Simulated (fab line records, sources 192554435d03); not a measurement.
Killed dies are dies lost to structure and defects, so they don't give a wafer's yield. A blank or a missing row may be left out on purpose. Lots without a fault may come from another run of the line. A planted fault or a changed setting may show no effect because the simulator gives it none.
Which tool did it? | flow n5_finfet | 24 lots, 72 wafers sampled, at 6 steps of a route of 1938

WHAT THE GAUGES READ, wafer by wafer
N5_SD_EPI_P_CD_MEAS_09: target cd 240 nm. Usual: cd_nm 240.2 nm, standard deviation 0.86.
lot  | measured    | on        | cd_nm (nm)        | flag
L074 | day 3 05:03 | cd_sem-01 | 240.1 239.8 240.4 |
L075 | day 3 15:23 | cd_sem-02 | 239.7 239.4 240.8 |
L076 | day 3 16:13 | cd_sem-02 | 240.0 239.7 240.8 |
L077 | day 3 23:26 | cd_sem-01 | 242.0 240.6 240.8 |
L078 | day 4 07:39 | cd_sem-01 | 241.6 241.9 241.4 |
L079 | day 4 20:26 | cd_sem-01 | 239.1 240.8 240.3 |
L080 | day 4 21:46 | cd_sem-01 | 240.6 240.0 239.7 |
L081 | day 5 05:40 | cd_sem-03 | 240.7 239.8 238.8 |
L082 | day 5 05:54 | cd_sem-03 | 239.5 240.0 238.5 |
L083 | day 5 12:56 | cd_sem-01 | 240.9 239.6 240.9 |
L084 | day 5 20:43 | cd_sem-03 | 242.4 242.0 241.8 |
L085 | day 6 01:30 | cd_sem-02 | 240.3 239.1 239.3 |
L086 | day 6 05:01 | cd_sem-03 | 240.8 240.2 239.6 |
L087 | day 6 16:50 | cd_sem-03 | 240.0 238.9 241.3 |
L088 | day 6 17:10 | cd_sem-03 | 239.9 240.2 241.4 |
L089 | day 7 02:37 | cd_sem-01 | 240.9 240.7 239.1 |
L090 | day 7 04:38 | cd_sem-02 | 239.7 239.0 241.4 |
L091 | day 7 12:07 | cd_sem-01 | 239.3 240.0 239.3 |
L092 | day 7 18:27 | cd_sem-01 | 240.5 239.7 239.5 |
L093 | day 8 02:41 | cd_sem-02 | 240.9 241.0 241.5 |
L094 | day 8 05:53 | cd_sem-03 | 240.5 240.4 240.8 |
L095 | day 8 17:57 | cd_sem-03 | 239.3 239.9 239.1 |
L096 | day 8 18:56 | cd_sem-03 | 239.2 240.1 239.7 |
L097 | day 8 22:52 | cd_sem-01 | 240.1 239.8 239.4 |

N5_SD_EPI_P_OVL_MEAS_10. Usual: SD_P_BLK_OVL -1.0 nm, standard deviation 0.64.
lot  | measured    | on         | SD_P_BLK_OVL (nm) | flag
L074 | day 3 05:05 | overlay-02 | -0.7 -0.7 0.1     |
L075 | day 3 15:25 | overlay-01 | -2.0 -1.5 -1.3    |
L076 | day 3 16:14 | overlay-01 | 0.1 -1.2 -0.8     |
L077 | day 3 23:28 | overlay-02 | -1.0 -0.6 -1.4    |
L078 | day 4 07:41 | overlay-02 | -1.6 -1.2 -0.9    |
L079 | day 4 20:28 | overlay-02 | -1.4 -1.0 -1.5    |
L080 | day 4 21:48 | overlay-01 | -0.7 -0.3 -0.4    |
L081 | day 5 05:42 | overlay-02 | -0.8 -0.5 -0.8    |
L082 | day 5 05:56 | overlay-02 | -0.8 -1.6 -0.8    |
L083 | day 5 12:58 | overlay-02 | -1.9 -1.7 -1.6    |
L084 | day 5 20:45 | overlay-02 | -1.0 -0.9 -0.8    |
L085 | day 6 01:32 | overlay-01 | -1.1 0.7 -0.3     |
L086 | day 6 05:02 | overlay-02 | -0.7 -0.5 -1.3    |
L087 | day 6 16:52 | overlay-01 | -0.1 -0.1 -0.8    |
L088 | day 6 17:12 | overlay-01 | -1.3 -1.0 -1.6    |
L089 | day 7 02:40 | overlay-02 | -2.6 -1.5 -1.9    |
L090 | day 7 04:40 | overlay-01 | -1.8 -2.2 -0.8    |
L091 | day 7 12:08 | overlay-02 | -0.3 -1.6 -0.5    |
L092 | day 7 18:29 | overlay-02 | 0.4 -1.5 -1.6     |
L093 | day 8 02:43 | overlay-02 | -0.3 -0.5 -1.6    |
L094 | day 8 05:55 | overlay-01 | -1.2 -0.7 -1.0    |
L095 | day 8 17:59 | overlay-01 | -1.7 0.4 -0.6     |
L096 | day 8 18:58 | overlay-02 | -0.8 -1.3 0.0     |
L097 | day 8 22:54 | overlay-02 | -1.6 -0.8 -1.3    |

N5_ILD0_THK_MEAS_13. Usual: thk_nm 18.4 nm, standard deviation 1.3.
lot  | measured    | on            | thk_nm (nm)    | flag
L074 | day 3 16:41 | film_metro-02 | 17.8 18.0 16.2 |
L075 | day 4 02:47 | film_metro-01 | 19.4 20.0 19.7 |
L076 | day 4 03:11 | film_metro-02 | 18.8 19.8 18.4 |
L077 | day 4 10:39 | film_metro-01 | 17.4 17.3 17.4 |
L078 | day 4 20:07 | film_metro-02 | 18.1 15.6 16.9 |
L079 | day 5 07:43 | film_metro-02 | 18.5 17.6 17.4 |
L080 | day 5 09:37 | film_metro-02 | 19.4 18.1 18.7 |
L081 | day 5 16:42 | film_metro-02 | 20.4 19.1 19.5 |
L082 | day 5 17:08 | film_metro-01 | 15.5 17.6 15.9 |
L083 | day 6 00:05 | film_metro-02 | 19.2 17.3 20.2 |
L084 | day 6 07:56 | film_metro-01 | 19.7 19.9 19.0 |
L085 | day 6 12:35 | film_metro-02 | 18.5 19.0 18.8 |
L086 | day 6 16:02 | film_metro-02 | 16.7 17.6 16.6 |
L087 | day 7 04:39 | film_metro-02 | 18.0 19.2 20.4 |
L088 | day 7 05:16 | film_metro-01 | 15.9 17.2 16.3 |
L089 | day 7 13:29 | film_metro-02 | 18.3 18.2 18.7 |
L090 | day 7 16:04 | film_metro-02 | 17.8 18.0 18.2 |
L091 | day 7 23:08 | film_metro-02 | 19.4 19.8 20.7 |
L092 | day 8 06:03 | film_metro-02 | 19.4 19.7 18.7 |
L093 | day 8 13:49 | film_metro-01 | 19.1 19.2 17.5 |
L094 | day 8 17:28 | film_metro-01 | 18.0 19.4 19.0 |
L095 | day 9 05:16 | film_metro-01 | 19.1 19.3 19.7 |
L096 | day 9 05:59 | film_metro-01 | 17.6 17.6 15.6 |
L097 | day 9 11:04 | film_metro-02 | 19.4 17.4 17.4 |

N5_SDB_CD_MEAS_11: target cd 50 nm. Usual: cd_nm 49.9 nm, standard deviation 1.4.
lot  | measured    | on        | cd_nm (nm)     | flag
L074 | day 3 17:12 | cd_sem-02 | 48.1 49.7 47.9 |
L075 | day 4 03:10 | cd_sem-03 | 49.8 48.1 50.4 |
L076 | day 4 03:37 | cd_sem-03 | 49.8 51.0 49.5 |
L077 | day 4 11:10 | cd_sem-02 | 49.5 50.5 52.6 |
L078 | day 4 20:37 | cd_sem-03 | 49.4 47.9 49.0 |
L079 | day 5 08:07 | cd_sem-02 | 48.6 50.8 50.8 |
L080 | day 5 10:01 | cd_sem-01 | 50.7 51.7 51.3 |
L081 | day 5 17:13 | cd_sem-02 | 48.8 49.5 47.7 |
L082 | day 5 17:39 | cd_sem-03 | 49.9 49.5 47.1 |
L083 | day 6 00:36 | cd_sem-03 | 49.9 50.1 49.2 |
L084 | day 6 08:27 | cd_sem-03 | 51.6 52.0 49.8 |
L085 | day 6 12:59 | cd_sem-03 | 45.4 50.3 50.9 |
L086 | day 6 16:32 | cd_sem-01 | 50.7 49.4 53.2 |
L087 | day 7 05:10 | cd_sem-01 | 48.4 49.3 48.6 |
L088 | day 7 05:46 | cd_sem-01 | 50.1 50.0 46.9 |
L089 | day 7 13:59 | cd_sem-02 | 49.3 51.9 50.5 |
L090 | day 7 16:34 | cd_sem-03 | 48.8 50.9 50.9 |
L091 | day 7 23:39 | cd_sem-02 | 48.8 50.4 48.3 |
L092 | day 8 06:26 | cd_sem-01 | 51.1 51.5 50.3 |
L093 | day 8 14:20 | cd_sem-01 | 50.4 50.3 51.6 |
L094 | day 8 18:01 | cd_sem-01 | 46.6 49.9 50.0 |
L095 | day 9 05:47 | cd_sem-01 | 52.8 48.5 52.4 |
L096 | day 9 06:30 | cd_sem-01 | 48.7 50.5 50.3 |
L097 | day 9 11:34 | cd_sem-01 | 47.7 51.1 46.9 |

N5_SDB_INSPECT_36: inspects for defects (darkfield). Usual: raw_defect_count 39, standard deviation 17.
lot  | measured    | on                | raw_defect_count | flag
L074 | day 3 21:10 | defect_inspect-01 | 23 24 25         |
L075 | day 4 07:14 | defect_inspect-02 | 31 31 33         |
L076 | day 4 07:33 | defect_inspect-02 | 26 19 60         |
L077 | day 4 15:22 | defect_inspect-01 | 54 59 69         |
L078 | day 5 00:37 | defect_inspect-02 | 41 32 27         |
L079 | day 5 13:23 | defect_inspect-01 | 106 69 28        |
L080 | day 5 15:34 | defect_inspect-02 | 45 74 49         |
L081 | day 5 21:25 | defect_inspect-01 | 49 41 39         |
L082 | day 5 21:43 | defect_inspect-02 | 23 24 31         |
L083 | day 6 05:08 | defect_inspect-02 | 31 32 49         |
L084 | day 6 13:34 | defect_inspect-02 | 35 41 45         |
L085 | day 6 16:58 | defect_inspect-02 | 23 26 29         |
L086 | day 6 20:29 | defect_inspect-01 | 24 48 44         |
L087 | day 7 09:31 | defect_inspect-01 | 30 28 24         |
L088 | day 7 10:35 | defect_inspect-01 | 28 36 46         |
L089 | day 7 18:40 | defect_inspect-02 | 31 57 24         |
L090 | day 7 20:43 | defect_inspect-01 | 31 45 18         |
L091 | day 8 03:45 | defect_inspect-01 | 42 49 53         |
L092 | day 8 10:23 | defect_inspect-01 | 32 35 40         |
L093 | day 8 18:20 | defect_inspect-02 | 30 55 48         |
L094 | day 8 22:27 | defect_inspect-01 | 32 36 31         |
L095 | day 9 09:49 | defect_inspect-02 | 27 27 21         |
L096 | day 9 10:26 | defect_inspect-01 | 21 32 31         |
L097 | day 9 15:35 | defect_inspect-01 | 40 36 39         |

WHICH TOOL RAN EACH LOT (tool, then ch and the chambers of the sampled wafers, then the start)
lot  | N5_SDB_DESCUM_16
L074 | rie_diel-06 ch 0,1,3, day 3 17:17
L075 | rie_diel-06 ch 0,1, day 4 03:16
L076 | rie_diel-04 ch 0,1, day 4 03:41
L077 | rie_diel-06 ch 0,3, day 4 11:15
L078 | rie_diel-01 ch 0,1,3, day 4 20:46
L079 | rie_diel-06 ch 0,2,3, day 5 08:58
L080 | rie_diel-04 ch 1,3, day 5 10:27
L081 | rie_diel-06 ch 1,3, day 5 17:20
L082 | rie_diel-01 ch 0,1,3, day 5 17:49
L083 | rie_diel-01 ch 0,2,3, day 6 00:44
L084 | rie_diel-06 ch 0,3, day 6 09:10
L085 | rie_diel-06 ch 0,2, day 6 13:04
L086 | rie_diel-04 ch 0,3, day 6 16:38
L087 | rie_diel-01 ch 0,2, day 7 05:26
L088 | rie_diel-01 ch 1,2,3, day 7 05:52
L089 | rie_diel-01 ch 0,1,3, day 7 14:10
L090 | rie_diel-06 ch 1,3, day 7 16:40
L091 | rie_diel-04 ch 0,3, day 7 23:44
L092 | rie_diel-01 ch 2,3, day 8 06:31
L093 | rie_diel-06 ch 1,2,3, day 8 14:29
L094 | rie_diel-01 ch 0,2,3, day 8 18:05
L095 | rie_diel-06 ch 0,1,3, day 9 05:54
L096 | rie_diel-06 ch 1,2, day 9 06:35
L097 | rie_diel-06 ch 0,1,3, day 9 11:40
- N5_SDB_DESCUM_16: chemistry O2, time 7.9 s.

WHAT THE TOOLS THEMSELVES READ (means of the sampled wafers that have a number; where no wafer has one, the mark that the record gives instead)
N5_SDB_DESCUM_16. Usual: drypump_motor_current_A 5.6 A, standard deviation 0.45; oes_product_au 0.82 a.u., standard deviation 0.089; rf_vpp_V 243.3 V, standard deviation 1.4; showerhead_plenum_p_Torr 2.10 Torr, standard deviation 0.073; throttle_valve_pct 20.31 %, standard deviation 0.21.
lot  | tool        | drypump_motor_current_A (A) | oes_product_au (a.u.) | rf_vpp_V (V) | showerhead_plenum_p_Torr (Torr) | throttle_valve_pct (%) | flag
L074 | rie_diel-06 | 5.5                         | 0.81                  | 243.1        | 2.07                            | 20.34                  |
L075 | rie_diel-06 | 6.0                         | 0.71                  | 242.1        | 2.04                            | 20.43                  |
L076 | rie_diel-04 | 5.9                         | 0.74                  | 244.0        | 2.11                            | 20.42                  |
L077 | rie_diel-06 | 5.2                         | 0.83                  | 244.0        | 2.12                            | 20.11                  |
L078 | rie_diel-01 | 5.5                         | 0.77                  | 243.1        | 2.10                            | 20.43                  |
L079 | rie_diel-06 | 5.4                         | 0.86                  | 243.6        | 2.11                            | 20.15                  |
L080 | rie_diel-04 | 5.4                         | 0.80                  | 242.9        | 2.07                            | 20.52                  |
L081 | rie_diel-06 | 5.5                         | 0.95                  | 243.7        | 2.13                            | 20.40                  |
L082 | rie_diel-01 | 5.6                         | 0.76                  | 243.3        | 2.10                            | 20.45                  |
L083 | rie_diel-01 | 5.6                         | 0.82                  | 243.0        | 2.11                            | 20.37                  |
L084 | rie_diel-06 | 5.1                         | 0.87                  | 243.1        | 2.09                            | 20.29                  |
L085 | rie_diel-06 | 5.4                         | 0.78                  | 244.0        | 2.13                            | 20.01                  |
L086 | rie_diel-04 | 5.4                         | 0.83                  | 241.7        | 2.02                            | 20.33                  |
L087 | rie_diel-01 | 5.5                         | 0.88                  | 242.5        | 2.11                            | 20.33                  |
L088 | rie_diel-01 | 5.7                         | 0.76                  | 242.4        | 2.05                            | 20.44                  |
L089 | rie_diel-01 | 5.6                         | 0.75                  | 243.4        | 2.10                            | 20.47                  |
L090 | rie_diel-06 | 5.9                         | 0.90                  | 243.6        | 2.18                            | 20.39                  |
L091 | rie_diel-04 | 5.4                         | 0.81                  | 241.4        | 2.01                            | 20.35                  |
L092 | rie_diel-01 | 5.9                         | 0.75                  | 242.9        | 2.05                            | 20.42                  |
L093 | rie_diel-06 | 5.8                         | 0.88                  | 243.2        | 2.13                            | 20.32                  |
L094 | rie_diel-01 | 5.6                         | 0.79                  | 242.9        | 2.10                            | 20.38                  |
L095 | rie_diel-06 | 5.5                         | 0.83                  | 243.1        | 2.14                            | 20.29                  |
L096 | rie_diel-06 | 6.0                         | 0.84                  | 243.8        | 2.15                            | 20.19                  |
L097 | rie_diel-06 | 5.5                         | 0.81                  | 244.8        | 2.14                            | 20.30                  |

THE ANSWER, worked out from the rows above alone
Rule: a lot is off if the mean of its wafers that have a number lies more than 3 standard deviations from the usual mean. A lot without any number at a reading at which 4 lots or more have one is off too. The other lots that the step has rows for count as sound. The gauges are gone through in route order, then the tools' own readings, and for those a lot's mean is taken as printed above. The first step at which some lot is off is used, and at that step the reading that is off furthest; a lot without a number counts as furthest.
No lot is off at any reading shown: from this, nothing can be told.

WHAT THE SIMULATOR HAD PUT IN
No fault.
